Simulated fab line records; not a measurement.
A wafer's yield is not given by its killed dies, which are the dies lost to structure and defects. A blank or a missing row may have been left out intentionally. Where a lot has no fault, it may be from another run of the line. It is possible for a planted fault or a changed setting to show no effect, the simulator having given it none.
The same fault as seen by 3 desks | flow nandHarc | each desk has only its own numbers; what lay behind them comes last

## THE DEFECT DESK
Counts from the inspections along the route, per lot, as means over the sampled wafers that have a number. A lot is out of limits, marked OUT, if its mean lies more than 4 standard deviations from the usual mean; the brackets give that distance.
Columns: A = rawDefectCount at NHARC_P_M1_INSPECT_27, usual 300
lot  | first seen here | A
L881 | day 6 03:25     | 385
L882 | day 6 19:13     | 374
L884 | day 7 14:11     | 395
L885 | day 7 23:20     | 336
L886 | day 8 09:23     | 279
L887 | day 8 23:43     | 307
L888 | day 9 14:12     | 239
L890 | day 10 08:02    | 234
L891 | day 10 23:26    | 189
L893 | day 11 10:02    | 169
L894 | day 12 07:45    | 380
L903 | day 15 15:04    | 297
L904 | day 15 22:58    | 273
Result from this desk: across the 13 lots, nothing is out of limits.

## THE METROLOGY DESK
What the gauges read for every lot (on any tool): the sampled wafers with a number, averaged. A lot is out of limits, marked OUT, if its mean lies more than 4 standard deviations from the usual mean; the brackets give that distance.
Columns: A = cdNm at NHARC_P_M2_CD_MEAS_09, usual 170.1 nm
lot  | first seen here | A
L881 | day 6 04:55     | 170.6
L882 | day 6 20:43     | 169.5
L884 | day 7 15:27     | 170.8
L885 | day 8 00:36     | 170.4
L886 | day 8 10:53     | 170.9
L887 | day 9 01:06     | 170.2
L888 | day 9 15:28     | 169.2
L890 | day 10 09:17    | 170.3
L891 | day 11 00:53    | 169.6
L893 | day 11 11:26    | 165.8 (-6.8) OUT
L894 | day 12 09:09    | 170.5
L903 | day 15 16:30    | 170.7
L904 | day 16 00:22    | 170.0
This desk finds L893 out of limits, L893 being first, at day 11 11:26 (cdNm at NHARC_P_M2_CD_MEAS_09). L881, L882, L884, L885, L886, L887, L888, L890, L891, L894, L903, L904: within limits.

## DESK OF THE TOOL OWNER: lithoTrack-06
The tool's own readings at NHARC_P_M2_PEB_07 (peb time 65 s): means of the sampled wafers that have a number, for each lot that ran on this tool. A lot is out of limits, marked OUT, if its mean lies more than 4 standard deviations from the usual mean; the brackets give that distance.
Columns: A = heaterPowerTotalW at NHARC_P_M2_PEB_07, usual 156.6 W
lot  | first seen here | A
L887 | day 9 01:01     | 156.6
L888 | day 9 15:23     | 156.7
L891 | day 11 00:48    | 156.2
L893 | day 11 11:21    | 165.9 (+21) OUT
This desk finds L893 out of limits, L893 being first, at day 11 11:21 (heaterPowerTotalW at NHARC_P_M2_PEB_07). L887, L888, L891: within limits.

## ALL TOGETHER
On L893, at day 11 11:21, an alarm was possible from the tool owner's desk.
The metrology desk could have raised an alarm at day 11 11:26, on L893.
Nothing the defect desk looked at was out of limits.
The defect desk has L893 on record, within its limits.
Of the lots named, all ran NHARC_P_M2_PEB_07 on lithoTrack-06.

## WHAT THE SIMULATOR PUT IN
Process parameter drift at NHARC_P_M2_PEB_07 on lithoTrack-06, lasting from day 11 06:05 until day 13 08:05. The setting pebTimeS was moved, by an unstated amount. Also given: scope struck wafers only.
Shown lots that were struck: L893.
Delay (hours) between the fault's onset and each desk's first out-of-limits reading: 5 at the tool owner's desk, 5 at the metrology desk.
